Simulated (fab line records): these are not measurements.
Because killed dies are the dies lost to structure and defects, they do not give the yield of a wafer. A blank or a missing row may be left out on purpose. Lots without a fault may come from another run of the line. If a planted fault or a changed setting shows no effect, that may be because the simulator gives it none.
Split-lot trial ; flow n5-finfet ; route with 1938 steps; 7 lots, 21 wafers read

## ON THE SPLIT
At N5_FIN_SAQP_COAT_50 (time 60 s, resist thk 35 nm), the setting spin-rpm was moved away from the recipe's 1500 rpm on 8 of the 21 wafers read, by -6.5% to +9.7%. The other wafers ran this setting at the recipe's value.

## FROM THE SPLIT TO THE READING: what the file shows between them, 3 steps
- N5_FIN_SAQP_COAT_10: resist thk 90 nm
- N5_FIN_SAQP_EBR_12
- N5_FIN_SAQP_DESCUM_21: chemistry O2, time 7.9 s

## THE READING
CAR-ArF_of_FIN_SAQP_COAT_10.thk-nm (the simulator's own value, which no gauge read), in nm, at N5_FIN_SAQP_ETCH_51 (etches SiARC in CF4, target depth 45.5 nm, time 75.8 s). No usual value for it is given in the file. Average 50.95 nm, standard deviation 0.25 nm, over the 13 wafers here run with the recipe.

wafer;tool, chamber at the split;spin-rpm as run, rpm;against the recipe;CAR-ArF_of_FIN_SAQP_COAT_10.thk-nm, nm;against lot-mates on the recipe
L076.2;litho-track-04, 0;1646;+9.7%;52.51;+1.50
L076.4;litho-track-04, 0;1646;+9.7%;52.28;+1.27
L076.6;litho-track-04, 0;1500;recipe;51.01;-
L081.2;litho-track-04, 0;1500;recipe;51.21;-
L081.3;litho-track-04, 0;1500;recipe;50.86;-
L081.5;litho-track-04, 0;1600;+6.7%;51.94;+0.91
L083.2;litho-track-04, 0;1412;-5.9%;50.31;-0.39
L083.5;litho-track-04, 0;1500;recipe;50.7;-
L083.6;litho-track-04, 0;1412;-5.9%;50.16;-0.54
L084.1;litho-track-05, 0;1500;recipe;50.79;-
L084.2;litho-track-05, 0;1500;recipe;50.68;-
L084.5;litho-track-05, 0;1500;recipe;50.62;-
L087.1;litho-track-05, 0;1500;recipe;51.53;-
L087.4;litho-track-05, 0;1500;recipe;51.15;-
L087.6;litho-track-05, 0;1500;recipe;51.09;-
L096.1;litho-track-05, 0;1500;recipe;51.1;-
L096.5;litho-track-05, 0;1500;recipe;50.79;-
L096.6;litho-track-05, 0;1500;recipe;50.88;-
L097.2;litho-track-05, 0;1402;-6.5%;49.89;no lot-mate on the recipe
L097.4;litho-track-05, 0;1402;-6.5%;49.73;no lot-mate on the recipe
L097.6;litho-track-05, 0;1402;-6.5%;50.03;no lot-mate on the recipe

THE FIT
A straight line over all 21 wafers: CAR-ArF_of_FIN_SAQP_COAT_10.thk-nm changes by +0.149 nm for each +1% of spin-rpm; r = +0.95; the points scatter about the line by 0.22 nm.
The same after taking each lot's own level away (the mean of its wafers on the recipe; 18 wafers): +0.124 nm for each +1%; r = +0.96; scatter 0.16 nm.
Per that fit: largest spin-rpm move, reading shift of 1.2 nm.
The lots' own levels span 50.697 to 51.257 nm, that is 2.3 times the standard deviation above.
Hence the slope depends on the lot-to-lot level, as the two fits are not the same.
Check: for one of the wafers moved furthest among these (+9.7%), held out of the fit, the line's prediction against its lot-mates is +1.15 nm. It came out at +1.5 nm against them.

## ADDITIONAL SPLITS CARRIED BY THESE WAFERS
Note: prior to the reading, these wafers also went through further splits. Each is held against what the fit with the lots' levels taken away leaves over:
other split on the same wafers;wafers away from the commonest value;r with CAR-ArF_of_FIN_SAQP_COAT_10.thk-nm (lot level and that fit taken away)
N5_ZERO_LAYER_COAT_05 spin-rpm;8;+0.02
N5_ZERO_LAYER_EXPOSE_08 dose-mj;7;+0.37
N5_ZERO_LAYER_DESCUM_16 time-s;4;-0.24
N5_WELL_APT_COAT_02 spin-rpm;11;-0.10
N5_FIN_SAQP_PECVD_48 time-s;10;-0.02

## THE WHOLE CHAIN: every reading that the file lists as answering this split, in the file's order
step;what it does;reading;change (the file's fit);r (the file's)
N5_FIN_SAQP_COAT_50;time 60 s, resist thk 35 nm;SiARC_of_FIN_SAQP_COAT_50.thk-nm (the simulator's own value, which no gauge read);-0.164 nm for each +1% of the setting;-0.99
N5_FIN_SAQP_ETCH_51;etches SiARC in CF4, target depth 45.5 nm, time 75.8 s;etch.depth-nm (the simulator's own value, which no gauge read);-0.164 nm for each +1% of the setting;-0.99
N5_FIN_SAQP_ETCH_51;etches SiARC in CF4, target depth 45.5 nm, time 75.8 s;CAR-ArF_of_FIN_SAQP_COAT_10.thk-nm (the simulator's own value, which no gauge read);+0.128 nm for each +1% of the setting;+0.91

## THE FILE'S OWN FIT
CAR-ArF_of_FIN_SAQP_COAT_10.thk-nm changes by +0.128 nm for each +1% of spin-rpm, r = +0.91.
